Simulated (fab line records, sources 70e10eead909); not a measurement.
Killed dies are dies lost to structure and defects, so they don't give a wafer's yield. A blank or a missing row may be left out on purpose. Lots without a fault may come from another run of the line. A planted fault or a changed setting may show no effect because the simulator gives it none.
Chamber matching | flow nand_harc | NHARC_A_BONDPAD_ETCH_34 on rie_diel-01: 4 sister chambers
The step etches the open film in N2/H2, target depth 60 nm, overetch 18 nm, time 65.91 s. 16 wafers are shown with their chamber, then 8 later ones without.

WAFERS WITH THEIR CHAMBER
wafer  | chamber | drypump_motor_current_A (A) | showerhead_plenum_p_Torr (Torr) | rf_vpp_V (V)
L079.1 | 2       | 5.7                         | 1.96                            | 427.8
L079.2 | 1       | 6.4                         | 2.05                            | 431.5
L079.6 | 2       | 5.7                         | 1.96                            | 428.1
L080.1 | 3       | 5.4                         | 1.99                            | 429.2
L080.2 | 1       | 6.4                         | 2.04                            | 432.1
L080.3 | 0       | 5.0                         | 2.02                            | 431.0
L080.4 | 1       | 6.4                         | 2.05                            | 430.8
L080.5 | 3       | 5.4                         | 1.99                            | 428.8
L080.6 | 0       | 5.1                         | 2.02                            | 430.6
L084.1 | 0       | 5.1                         | 2.02                            | 430.4
L084.2 | 3       | 5.4                         | 1.98                            | 428.6
L084.3 | 1       | 6.4                         | 2.04                            | 430.6
L084.4 | 0       | 5.0                         | 2.02                            | 429.2
L084.5 | 1       | 6.4                         | 2.04                            | 429.5
L084.6 | 3       | 5.4                         | 1.98                            | 428.0
L088.2 | 2       | 5.7                         | 1.96                            | 427.7

SIGNATURES (means of the wafers above)
reading                  | chamber 0 | chamber 1 | chamber 2 | chamber 3 | scatter within a chamber
drypump_motor_current_A  | 5.050     | 6.400     | 5.700     | 5.400     | 0.0289
showerhead_plenum_p_Torr | 2.0200    | 2.0440    | 1.9600    | 1.9850    | 0.00428
rf_vpp_V                 | 430.300   | 430.900   | 427.867   | 428.650   | 0.736
Rule: a wafer's distance from a chamber is the root of the sum, over the readings, of the square of ((its reading less the chamber's mean) divided by the reading's scatter). The wafer belongs to the nearest chamber; if the next one is less than 2 further off, it can't be placed. The scatter: the root of (the sum of the squares of (reading less its chamber's mean) over the shown wafers, divided by (wafers less chambers)).

WAFERS WITHOUT THEIR CHAMBER
wafer  | drypump_motor_current_A (A) | showerhead_plenum_p_Torr (Torr) | rf_vpp_V (V)
L088.4 | 5.4                         | 1.98                            | 428.6
L088.6 | 5.0                         | 2.02                            | 429.1
L091.1 | 5.7                         | 1.96                            | 427.6
L091.4 | 5.4                         | 1.98                            | 427.7
L091.6 | 5.0                         | 2.02                            | 430.3
L092.3 | 5.7                         | 1.96                            | 427.7
L092.4 | 5.1                         | 2.01                            | 428.9
L092.6 | 5.7                         | 1.96                            | 428.2

WHICH CHAMBER EACH WENT THROUGH
wafer  | from the rows above | in truth
L088.4 | 3                   | 3
L088.6 | 0                   | 0
L091.1 | 2                   | 2
L091.4 | 3                   | 3
L091.6 | 0                   | 0
L092.3 | 2                   | 2
L092.4 | 0                   | 0
L092.6 | 2                   | 2
Placed correctly: 8 of 8. Can't be placed from these rows: 0. Placed wrongly: 0.
